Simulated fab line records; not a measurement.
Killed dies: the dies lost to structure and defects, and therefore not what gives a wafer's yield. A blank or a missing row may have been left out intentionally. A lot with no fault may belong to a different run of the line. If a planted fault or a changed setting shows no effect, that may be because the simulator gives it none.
Chamber matching ; flow n5-finfet ; 4 sister chambers for N5_SD_EPI_P_DESCUM_14 on rie-diel-03
The step chemistry O2, time 7.9 s. 16 wafers are shown with their chamber, then 8 later ones without.

== WAFERS, EACH WITH ITS CHAMBER ==
wafer;chamber;drypump-motor-current-A (A);throttle-valve-pct (%);showerhead-plenum-p-Torr (Torr)
L074.1;2;5.1;20.29;2.16
L074.2;0;5.5;20.40;2.06
L074.3;3;5.6;20.75;2.20
L074.4;1;5.1;20.59;2.13
L074.5;1;5.1;20.59;2.13
L074.6;2;5.1;20.30;2.16
L078.3;0;5.5;20.41;2.06
L078.5;0;5.5;20.39;2.06
L078.6;3;5.6;20.75;2.20
L081.1;0;5.4;20.41;2.05
L081.2;1;5.1;20.60;2.13
L081.3;2;5.1;20.31;2.15
L081.4;3;5.6;20.77;2.19
L081.5;1;5.1;20.61;2.12
L081.6;0;5.5;20.41;2.05
L082.1;2;5.1;20.29;2.15

SIGNATURES (means of the wafers above)
reading;chamber 0;chamber 1;chamber 2;chamber 3;scatter within a chamber
drypump-motor-current-A;5.480;5.100;5.100;5.600;0.0258
throttle-valve-pct;20.4040;20.5975;20.2975;20.7567;0.00973
showerhead-plenum-p-Torr;2.0560;2.1275;2.1550;2.1967;0.00549
Rule: a wafer's distance from a chamber is the root of the sum, over the readings, of the square of ((its reading less the chamber's mean) divided by the reading's scatter). If the next closest chamber is less than 2 further off than the closest, the wafer can't be placed; otherwise it belongs to the closest. The scatter: the root of (the sum of the squares of (reading less its chamber's mean) over the shown wafers, divided by (wafers less chambers)).

== WAFERS WITH NO CHAMBER GIVEN ==
wafer;drypump-motor-current-A (A);throttle-valve-pct (%);showerhead-plenum-p-Torr (Torr)
L082.2;5.1;20.61;2.12
L082.5;5.5;20.41;2.05
L085.2;5.5;20.42;2.05
L085.3;5.1;20.31;2.15
L085.5;5.6;20.78;2.19
L086.1;5.1;20.63;2.12
L086.5;5.1;20.63;2.12
L086.6;5.5;20.42;2.05

== THE CHAMBER EACH PASSED THROUGH ==
wafer;from the rows above;in truth
L082.2;1;1
L082.5;0;0
L085.2;0;0
L085.3;2;2
L085.5;3;3
L086.1;1;1
L086.5;1;1
L086.6;0;0
8 of 8 placed correctly. Left unplaced by these rows: 0. Placed wrongly: 0.
